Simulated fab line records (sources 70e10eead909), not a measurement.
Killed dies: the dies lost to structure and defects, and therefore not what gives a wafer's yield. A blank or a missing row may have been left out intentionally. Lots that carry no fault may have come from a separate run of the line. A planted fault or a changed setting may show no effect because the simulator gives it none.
Chamber matching + flow nandHarc + NHARC_A_ZERO_WELL_ETCH_13 on rieSi-02: 4 sister chambers
The step etches the open film in HBr/Cl2, target depth 120 nm, time 40.1 s. 4 wafers are shown with their chamber, then 8 later ones without.

## WAFERS, EACH WITH ITS CHAMBER
| wafer  | chamber | oesProductAu (a.u.) |
|--------|---------|---------------------|
| L726.1 | 3       | 0.989               |
| L735.4 | 0       | 0.980               |
| L735.5 | 1       | 1.015               |
| L736.1 | 2       | 1.006               |

## WAFERS MISSING THEIR CHAMBER
| wafer  | oesProductAu (a.u.) |
|--------|---------------------|
| L736.4 | 0.990               |
| L736.6 | 0.988               |
| L739.2 | 1.011               |
| L739.3 | 0.978               |
| L739.6 | 0.988               |
| L742.1 | 1.005               |
| L742.3 | 1.001               |
| L742.6 | 1.012               |

## THE CHAMBER EACH PASSED THROUGH
| wafer  | from the rows above     | in truth                   |
|--------|-------------------------|----------------------------|
| L736.4 | 3                       | 3                          |
| L736.6 | 3                       | 3                          |
| L739.2 | can't be placed: 1 or 2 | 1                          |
| L739.3 | 0                       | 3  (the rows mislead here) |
| L739.6 | 3                       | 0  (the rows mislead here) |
| L742.1 | 2                       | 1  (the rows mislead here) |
| L742.3 | 2                       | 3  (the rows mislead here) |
| L742.6 | can't be placed: 1 or 2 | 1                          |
Correct placement for 2 of the 8. Can't be placed from these rows: 2 (the true chamber is among the candidates in 2). Number placed wrongly: 4.
How it was worked out, from the rows above alone: a wafer's distance from a chamber is the root of the sum, over the readings, of the square of ((its reading less the chamber's mean) divided by the reading's scatter). If the next closest chamber is less than 2 further off than the closest, the wafer can't be placed; otherwise it belongs to the closest. A chamber's mean is the mean of its shown wafers. The scatter: root of mean squared gap, hidden wafer to nearest shown wafer, with one shown wafer a chamber.
